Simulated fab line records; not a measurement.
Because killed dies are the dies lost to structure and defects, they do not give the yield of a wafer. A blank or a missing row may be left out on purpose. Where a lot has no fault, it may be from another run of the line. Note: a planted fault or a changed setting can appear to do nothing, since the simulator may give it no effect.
fab line records ; flow n5Finfet
record lots=12; wafers=36; lastDay=18
route steps=1938 shown BEOL_M12@1649 PASSIVATION@1936
lots with no fault: from the same line, run without faults
startH: the number of hours between the record's first day and the start of the first shown wafer of the lot ; waitH: how many hours have passed since the lot's step before this one ; " repeats the value in the row above ; L1.1+2: a single row standing in for several wafers ; - no value present, or no start provided ; * or withheld: withheld ; < > ~ a bound
route shown NAME@n: a module of which the file shows steps, and the number in the route of the first ; usual: mean/standard deviation of fault-free wafers ; same: alike in all rows ; chamber/n: place in a boat ; sites: each site's reading ; _std_site: the values' standard deviation ; _edge_site: outer sites' mean less inner sites' ; radiusMm: for every site, how far away it sits from the centre of the wafer ; mask NAME#n: copy n ; behind: the most recent tool/chamber to have shaped the wafer ; hold: why the lot went on hold/how many hours it stayed there/how the hold came to an end ; device: the transistor (n, p or np) that didn't switch ; end of line: tests run on the same wafers once the route is complete ; a step with no rows: only its recipe ; killed: the dies lost at the first sort to structure and to defects; this is not the yield of the wafer ; map: the dies of a wafer, with x for killed, . for not killed, _ for no die there
set.NAME: setting as actually run; set.NAME@STEP: the setting as run at that earlier step ; model.NAME: the simulator's own value behind a step, which no gauge read
steps of the route over a sample of lots; a table a step, a row a wafer
services: a tool's chamber out of use, with start hour (startH, from the record's first day; less than 0 if before it), hours out, and reason
## steps
# step N5_BEOL_M12_SPUTTER_44
# recipe material=Ta; targetThkA=100; tempC=50; biasV=80; powerW=15000; chamberPressurePa=0.07; timeS=16.13
# usual throttleValvePct=30.3/1.4
lot.wafer;tool;chamber;startH;waitH;throttleValvePct
L783.1;pvdSputter-02;-;270.71;0.0;29.6
L783.5;pvdSputter-02;-;270.71;0.0;32.4
L783.6;pvdSputter-02;-;270.71;0.0;29.7
L782.2;pvdSputter-02;-;274.31;0.0;29.6
L782.3;pvdSputter-02;-;274.31;0.0;29.3
L782.5;pvdSputter-02;-;274.31;0.0;29.2
L786.1;pvdSputter-01;-;297.58;0.0;32.9
L786.2;pvdSputter-01;-;297.58;0.0;29.3
L786.6;pvdSputter-01;-;297.58;0.0;29.7
L784.2;pvdSputter-03;-;303.35;0.0;31.0
L784.3;pvdSputter-03;-;303.35;0.0;29.5
L784.5;pvdSputter-03;-;303.35;0.0;29.7
L790.2;pvdSputter-03;-;303.75;0.0;29.4
L790.4;pvdSputter-03;-;303.75;0.0;30.9
L790.5;pvdSputter-03;-;303.75;0.0;32.6
L789.2;pvdSputter-02;-;303.80;0.0;29.2
L789.5;pvdSputter-02;-;303.80;0.0;32.4
L789.6;pvdSputter-02;-;303.80;0.0;29.3
L791.2;pvdSputter-01;-;329.04;0.0;32.7
L791.5;pvdSputter-01;-;329.04;0.0;29.3
L791.6;pvdSputter-01;-;329.04;0.0;32.9
L792.1;pvdSputter-02;-;333.83;0.0;29.2
L792.3;pvdSputter-02;-;333.83;0.0;29.1
L792.4;pvdSputter-02;-;333.83;0.0;32.3
L793.1;pvdSputter-03;-;351.74;0.0;32.5
L793.2;pvdSputter-03;-;351.74;0.0;30.8
L793.5;pvdSputter-03;-;351.74;0.0;29.7
L794.2;pvdSputter-02;-;356.78;0.0;29.4
L794.4;pvdSputter-02;-;356.78;0.0;29.1
L794.6;pvdSputter-02;-;356.78;0.0;29.5
L795.2;pvdSputter-03;-;358.97;0.0;30.8
L795.5;pvdSputter-03;-;358.97;0.0;29.2
L795.6;pvdSputter-03;-;358.97;0.0;29.9
L802.2;pvdSputter-01;-;403.50;0.0;29.3
L802.3;pvdSputter-01;-;403.50;0.0;32.7
L802.5;pvdSputter-01;-;403.50;0.0;29.8
# step N5_BEOL_M12_SPUTTER_45
# recipe material=Cu; targetThkA=800; tempC=-20; biasV=60; powerW=26000; chamberPressurePa=0.13; timeS=13.33
# usual chuckGasFlowSccm=1.27/0.057; throttleValvePct=30.3/1.4
lot.wafer;tool;chamber;startH;waitH;chuckGasFlowSccm;throttleValvePct
L783.1;pvdSputter-02;-;270.79;0.0;1.33;29.3
L783.5;pvdSputter-02;-;270.79;0.0;1.26;32.3
L783.6;pvdSputter-02;-;270.79;0.0;1.33;29.4
L782.2;pvdSputter-02;-;274.39;0.0;1.31;29.5
L782.3;pvdSputter-02;-;274.39;0.0;1.21;29.4
L782.5;pvdSputter-02;-;274.39;0.0;1.19;29.1
L786.1;pvdSputter-01;-;297.66;0.0;1.28;32.7
L786.2;pvdSputter-01;-;297.66;0.0;1.20;29.3
L786.6;pvdSputter-01;-;297.66;0.0;1.25;29.7
L784.2;pvdSputter-03;-;303.43;0.0;1.28;31.0
L784.3;pvdSputter-03;-;303.43;0.0;1.24;29.4
L784.5;pvdSputter-03;-;303.43;0.0;1.23;29.7
L790.2;pvdSputter-03;-;303.83;0.0;1.19;29.5
L790.4;pvdSputter-03;-;303.83;0.0;1.26;30.8
L790.5;pvdSputter-03;-;303.83;0.0;1.25;32.6
L789.2;pvdSputter-02;-;303.88;0.0;1.21;29.2
L789.5;pvdSputter-02;-;303.88;0.0;1.36;32.2
L789.6;pvdSputter-02;-;303.88;0.0;1.26;29.6
L791.2;pvdSputter-01;-;329.12;0.0;1.34;32.7
L791.5;pvdSputter-01;-;329.12;0.0;1.28;29.4
L791.6;pvdSputter-01;-;329.12;0.0;1.38;32.9
L792.1;pvdSputter-02;-;333.91;0.0;1.25;29.5
L792.3;pvdSputter-02;-;333.91;0.0;1.31;29.3
L792.4;pvdSputter-02;-;333.91;0.0;1.30;32.7
L793.1;pvdSputter-03;-;351.82;0.0;1.29;32.4
L793.2;pvdSputter-03;-;351.82;0.0;1.27;30.9
L793.5;pvdSputter-03;-;351.82;0.0;1.30;29.3
L794.2;pvdSputter-02;-;356.86;0.0;1.37;29.5
L794.4;pvdSputter-02;-;356.86;0.0;1.33;29.0
L794.6;pvdSputter-02;-;356.86;0.0;1.24;29.5
L795.2;pvdSputter-03;-;359.05;0.0;1.26;31.2
L795.5;pvdSputter-03;-;359.05;0.0;1.45;29.3
L795.6;pvdSputter-03;-;359.05;0.0;1.21;29.8
L802.2;pvdSputter-01;-;403.58;0.0;1.20;29.5
L802.3;pvdSputter-01;-;403.58;0.0;1.22;32.7
L802.5;pvdSputter-01;-;403.58;0.0;1.26;30.0
# step N5_BEOL_M12_CMP_49
# recipe stopOn=SiOC; tOverpolishS=20.6; downForcePsi=1; platenRpm=50; clearingPlatenDownForcePsi=1.5; clearingPlatenRpm=50; postCmpClean=cuAlkaline; targetThkNm=320; clearingPlatenPadVelocityMS=0.99484; padVelocityMS=0.99484
# usual barrierFieldEndpointS=29.9/0.54; headPressurePsi=0.9998/0.0023; motorCurrentA=6.1/0.4; overpolishRunS=20.600/0.0091; slurryFilterDpKPa=13.50/0.14
lot.wafer;tool;chamber;startH;waitH;barrierFieldEndpointS;headPressurePsi;motorCurrentA;overpolishRunS;slurryFilterDpKPa
L783.1;cmp-04;3;271.40;0.3;30.6;1.0022;6.9;20.609;13.50
L783.5;cmp-04;2;271.40;0.3;30.3;0.9968;6.5;20.601;13.28
L783.6;cmp-04;3;271.40;0.3;29.8;1.0002;7.1;20.595;13.70
L782.3;cmp-02;0;274.99;0.2;30.2;0.9996;5.6;20.582;13.65
L782.2;cmp-02;1;274.99;0.2;30.0;0.9921;5.5;20.609;13.61
L782.5;cmp-02;3;274.99;0.2;30.0;0.9998;5.7;20.596;13.47
L786.2;cmp-04;2;298.44;0.2;30.3;1.0028;6.4;20.597;13.42
L786.1;cmp-04;3;298.44;0.2;29.5;1.0003;6.9;20.612;13.55
L786.6;cmp-04;2;298.44;0.2;30.3;1.0012;6.5;20.611;13.47
L784.2;cmp-04;2;304.37;0.6;29.7;1.0033;6.4;20.595;13.44
L784.3;cmp-04;3;304.37;0.6;29.8;1.0019;7.2;20.586;13.36
L784.5;cmp-04;1;304.37;0.6;30.0;0.9990;5.8;20.594;13.30
L790.2;cmp-02;0;304.74;0.5;29.9;1.0000;5.7;20.601;13.65
L790.4;cmp-02;2;304.74;0.5;28.5;1.0006;5.8;20.587;13.71
L790.5;cmp-02;0;304.74;0.5;30.0;1.0022;5.6;20.589;13.48
L789.2;cmp-04;1;304.83;0.4;30.5;1.0022;6.2;20.609;13.42
L789.5;cmp-04;0;304.83;0.4;30.4;1.0000;6.0;20.594;13.40
L789.6;cmp-04;1;304.83;0.4;31.2;1.0016;5.9;20.621;13.40
L791.2;cmp-04;1;330.98;0.3;30.6;1.0024;5.9;20.599;13.62
L791.5;cmp-04;3;330.98;0.3;29.9;0.9973;6.8;20.599;13.56
L791.6;cmp-04;0;330.98;0.3;29.8;0.9956;5.9;20.603;13.54
L792.3;cmp-02;2;336.17;0.2;29.8;0.9996;5.8;20.607;13.30
L792.1;cmp-02;3;336.17;0.2;30.1;0.9987;5.9;20.607;13.43
L792.4;cmp-02;0;336.17;0.2;30.7;1.0009;5.5;20.602;13.33
L793.2;cmp-01;1;353.14;0.2;29.6;0.9984;5.8;20.605;13.66
L793.1;cmp-01;3;353.14;0.2;30.2;0.9998;5.6;20.589;13.43
L793.5;cmp-01;2;353.14;0.2;30.0;1.0008;5.9;20.584;13.25
L794.2;cmp-04;2;359.09;0.2;29.1;1.0025;6.1;20.620;13.65
L794.4;cmp-04;0;359.09;0.2;29.6;1.0024;5.9;20.602;13.51
L794.6;cmp-04;1;359.09;0.2;30.2;0.9988;6.1;20.585;13.52
L795.2;cmp-02;3;362.32;0.3;29.6;0.9993;5.9;20.620;13.46
L795.5;cmp-02;0;362.32;0.3;30.5;0.9999;5.4;20.603;13.53
L795.6;cmp-02;1;362.32;0.3;29.8;0.9981;5.7;20.604;13.34
L802.3;cmp-01;0;404.14;0.2;30.2;0.9990;6.4;20.600;13.42
L802.2;cmp-01;1;404.14;0.2;24.9;1.2185;6.6;20.601;13.53
L802.5;cmp-01;0;404.14;0.2;30.1;0.9978;6.0;20.596;13.53
# step N5_PASSIVATION_PROBE_49
# usual defectLimitedYield=90.9/1.3; killed_at_M0_to_M3=36/11; killed_at_M4_up=13/5.1; killedAtContacts=14/4.9; killedAtFrontEnd=41/10; killedAtOther=3.4/2.6; killedDies=107/16; killedOpen=70/11; killedShort=36/7.8; sort_bin_5_function=5.4/0.84; sort_bin_6_memory=3.4/0.67; sortNPass=1073/16; sortYieldPct=90.9/1.3
# same grossDies=1180; killedAtBackSide=0; sort_bin_4_leakage[%]=0; sort_bin_8_speed[%]=0
lot.wafer;tool;chamber;startH;waitH;defectLimitedYield[%];killed_at_M0_to_M3;killed_at_M4_up;killedAtContacts;killedAtFrontEnd;killedAtOther;killedDies;killedOpen;killedShort;sort_bin_5_function[%];sort_bin_6_memory[%];sortNPass;sortYieldPct[%]
L782.2;prober-01;-;315.37;0.1;91.3;29;15;20;39;0;103;48;54;5.2;3.0;1077;91.3
L782.3;prober-01;-;315.42;0.1;91.7;33;15;14;35;1;98;63;35;5.1;2.9;1082;91.7
L782.5;prober-01;-;315.52;0.2;91.8;36;14;16;30;1;97;64;27;4.2;3.2;1083;91.8
L786.1;prober-01;-;333.03;0.0;91.0;34;17;8;46;1;106;73;32;5.0;3.6;1074;91.0
L786.2;prober-01;-;333.08;0.1;92.2;30;8;23;30;1;92;65;26;4.7;2.9;1088;92.2
L786.6;prober-01;-;333.28;0.3;88.5;37;9;21;65;4;136;85;50;6.9;4.1;1044;88.5
L789.2;prober-01;-;341.57;0.1;90.9;23;14;11;49;10;107;63;44;4.9;3.6;1073;90.9
L789.5;prober-01;-;341.72;0.2;91.5;30;10;13;35;12;100;73;27;5.5;2.5;1080;91.5
L789.6;prober-01;-;341.77;0.3;90.6;43;13;7;43;5;111;64;47;5.5;3.4;1069;90.6
L794.2;prober-02;-;393.96;0.1;89.6;42;17;16;45;3;123;81;40;5.8;4.3;1057;89.6
L794.4;prober-02;-;394.06;0.2;92.3;35;11;11;30;4;91;61;28;4.7;2.5;1089;92.3
L794.6;prober-02;-;394.16;0.3;90.8;50;15;8;36;0;109;71;34;5.6;3.4;1071;90.8
# killed by level:class
L782.2 MOL_CONTACT_COAG:geometricParticle:open=11 GATE_CUT:geometricParticle:short=10 MOL_CONTACT_COAG:geometricParticle:short=9 FIN_SAQP:geometricParticle:short=7 BEOL_M0_SAQP:geometricParticle:short=6 BEOL_M3:geometricParticle:open=6 BEOL_M5:geometricParticle:short=5 BEOL_M0_SAQP:geometricParticle:open=4
L782.3 MOL_CONTACT_COAG:geometricParticle:open=11 BEOL_M0_SAQP:geometricParticle:short=7 STARTING-WAFER:geometricParticle:open=7 STI_FIN_REVEAL:geometricParticle:open=6 BEOL_M2:geometricParticle:short=6 FIN_SAQP:geometricParticle:short=5 BEOL_M4:geometricParticle:open=5 BEOL_M0_SAQP:geometricParticle:open=5
L782.5 MOL_CONTACT_COAG:geometricParticle:open=13 BEOL_M3:geometricParticle:open=8 BEOL_M2:geometricParticle:open=8 BEOL_M4:geometricParticle:open=7 BEOL_M0_SAQP:geometricParticle:short=7 BEOL_M0_SAQP:geometricParticle:open=5 HKMG_FIN:areaEtch=5 FIN_SAQP:geometricParticle:short=4
L786.1 STI_FIN_REVEAL:geometricParticle:open=14 BEOL_M4:geometricParticle:open=9 DUMMY_GATE:geometricParticle:open=7 BEOL_M2:geometricParticle:open=7 MOL_CONTACT_COAG:geometricParticle:open=6 FIN_SAQP:geometricParticle:open=5 BEOL_M0_SAQP:geometricParticle:short=5 ILD0:geometricParticle:open=4
L786.2 MOL_CONTACT_COAG:geometricParticle:open=18 FIN_SAQP:geometricParticle:open=8 BEOL_M0_SAQP:geometricParticle:short=7 BEOL_M3:geometricParticle:open=7 BEOL_M4:geometricParticle:open=6 GATE_CUT:geometricParticle:open=5 MOL_CONTACT_COAG:geometricParticle:short=5 BEOL_M0_SAQP:geometricParticle:open=5
L786.6 STI_FIN_REVEAL:geometricParticle:open=22 MOL_CONTACT_COAG:geometricParticle:open=14 FIN_SAQP:geometricParticle:open=13 BEOL_M0_SAQP:geometricParticle:short=9 BEOL_M0_SAQP:geometricParticle:open=8 FIN_SAQP:geometricParticle:short=7 MOL_CONTACT_COAG:geometricParticle:short=7 GATE_CUT:geometricParticle:open=5
L789.2 STI_FIN_REVEAL:geometricParticle:open=16 BEOL_M0_SAQP:geometricParticle:open=9 MOL_CONTACT_COAG:geometricParticle:open=6 BEOL_M0_SAQP:geometricParticle:short=6 MIM_TOP:geometricParticle:short=6 FIN_SAQP:geometricParticle:short=5 MOL_CONTACT_COAG:geometricParticle:short=5 BEOL_M4:geometricParticle:open=4
L789.5 MOL_CONTACT_COAG:geometricParticle:open=12 BEOL_M3:geometricParticle:open=10 STI_FIN_REVEAL:geometricParticle:open=9 STARTING-WAFER:geometricParticle:open=7 DUMMY_GATE:geometricParticle:open=5 BEOL_M0_SAQP:geometricParticle:short=5 BEOL_M0_SAQP:geometricParticle:open=5 DUMMY_GATE:geometricParticle:short=4
L789.6 FIN_SAQP:geometricParticle:short=11 FIN_SAQP:geometricParticle:open=9 BEOL_M0_SAQP:geometricParticle:short=9 MOL_CONTACT_COAG:geometricParticle:open=6 BEOL_M2:geometricParticle:open=6 GATE_CUT:geometricParticle:open=5 BEOL_M0_SAQP:geometricParticle:open=5 BEOL_M0:geometricParticle:open=5
L794.2 MOL_CONTACT_COAG:geometricParticle:open=14 FIN_SAQP:geometricParticle:open=10 BEOL_M1:geometricParticle:open=8 BEOL_M0_SAQP:geometricParticle:short=7 FIN_SAQP:geometricParticle:short=6 GATE_CUT:geometricParticle:open=6 DUMMY_GATE:geometricParticle:open=5 BEOL_M0_SAQP:geometricParticle:open=5
L794.4 MOL_CONTACT_COAG:geometricParticle:open=8 FIN_SAQP:geometricParticle:open=7 FIN_SAQP:geometricParticle:short=6 BEOL_M4:geometricParticle:open=6 BEOL_M0:geometricParticle:open=5 BEOL_M0_SAQP:geometricParticle:short=5 BEOL_M1:geometricParticle:open=5 STI_FIN_REVEAL:geometricParticle:open=4
L794.6 BEOL_M0_SAQP:geometricParticle:open=12 BEOL_M0_SAQP:geometricParticle:short=12 BEOL_M3:geometricParticle:open=10 BEOL_M2:geometricParticle:open=9 STI_FIN_REVEAL:geometricParticle:open=7 FIN_SAQP:geometricParticle:open=5 FIN_SAQP:geometricParticle:short=5 MOL_CONTACT_COAG:geometricParticle:open=5
## services
tool;chamber;startH;hours;kind
cmp-04;-;264.61;6.3;pm
cmp-04;-;273.00;2.2;repair
cmp-01;-;275.16;0.4;repair
cmp-02;-;289.28;0.3;repair
cmp-04;-;300.11;4.0;pm
cmp-02;-;301.15;0.9;repair
cmp-04;-;304.11;-;consumableReplace:conditioner
cmp-04;-;304.11;-;consumableReplace:pad
cmp-01;-;304.45;6.7;pm
cmp-01;-;312.79;1.2;repair
cmp-02;-;329.36;0.8;repair
cmp-02;-;340.27;8.9;pm
cmp-01;-;345.68;4.3;repair
cmp-02;-;351.37;2.5;repair
cmp-02;-;355.12;0.5;repair
cmp-02;-;380.95;4.0;pm
cmp-02;-;384.95;-;consumableReplace:conditioner
cmp-02;-;384.95;-;consumableReplace:pad
cmp-02;-;390.01;4.1;pm
cmp-01;-;392.09;4.0;pm
cmp-01;-;396.09;-;consumableReplace:conditioner
cmp-01;-;396.09;-;consumableReplace:pad
## key
firstSign step=N5_BEOL_M12_CMP_49; reading=headPressurePsi; direction=up; sigmas=94; usual=0.9998; struck=1.2185
effect step=N5_BEOL_M12_CMP_49; reading=barrierFieldEndpointS; direction=down; sigmas=9.4; usual=29.9; struck=24.9
metAt N5_BEOL_M12_CMP_49
struckLots L802
struckWafers L802.2
notActingAt N5_BEOL_M12_SPUTTER_44,N5_BEOL_M12_SPUTTER_45
onsetBetween 353.14 404.14
fault kind=processParameterDrift; tool=cmp-01; chamber=1; onsetH=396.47; steps=N5_BEOL_M12_CMP_49; channel=downForcePsi; offset=0.22195; shape=step; endH=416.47; actsIn=theseRecipesOnly; stated=1
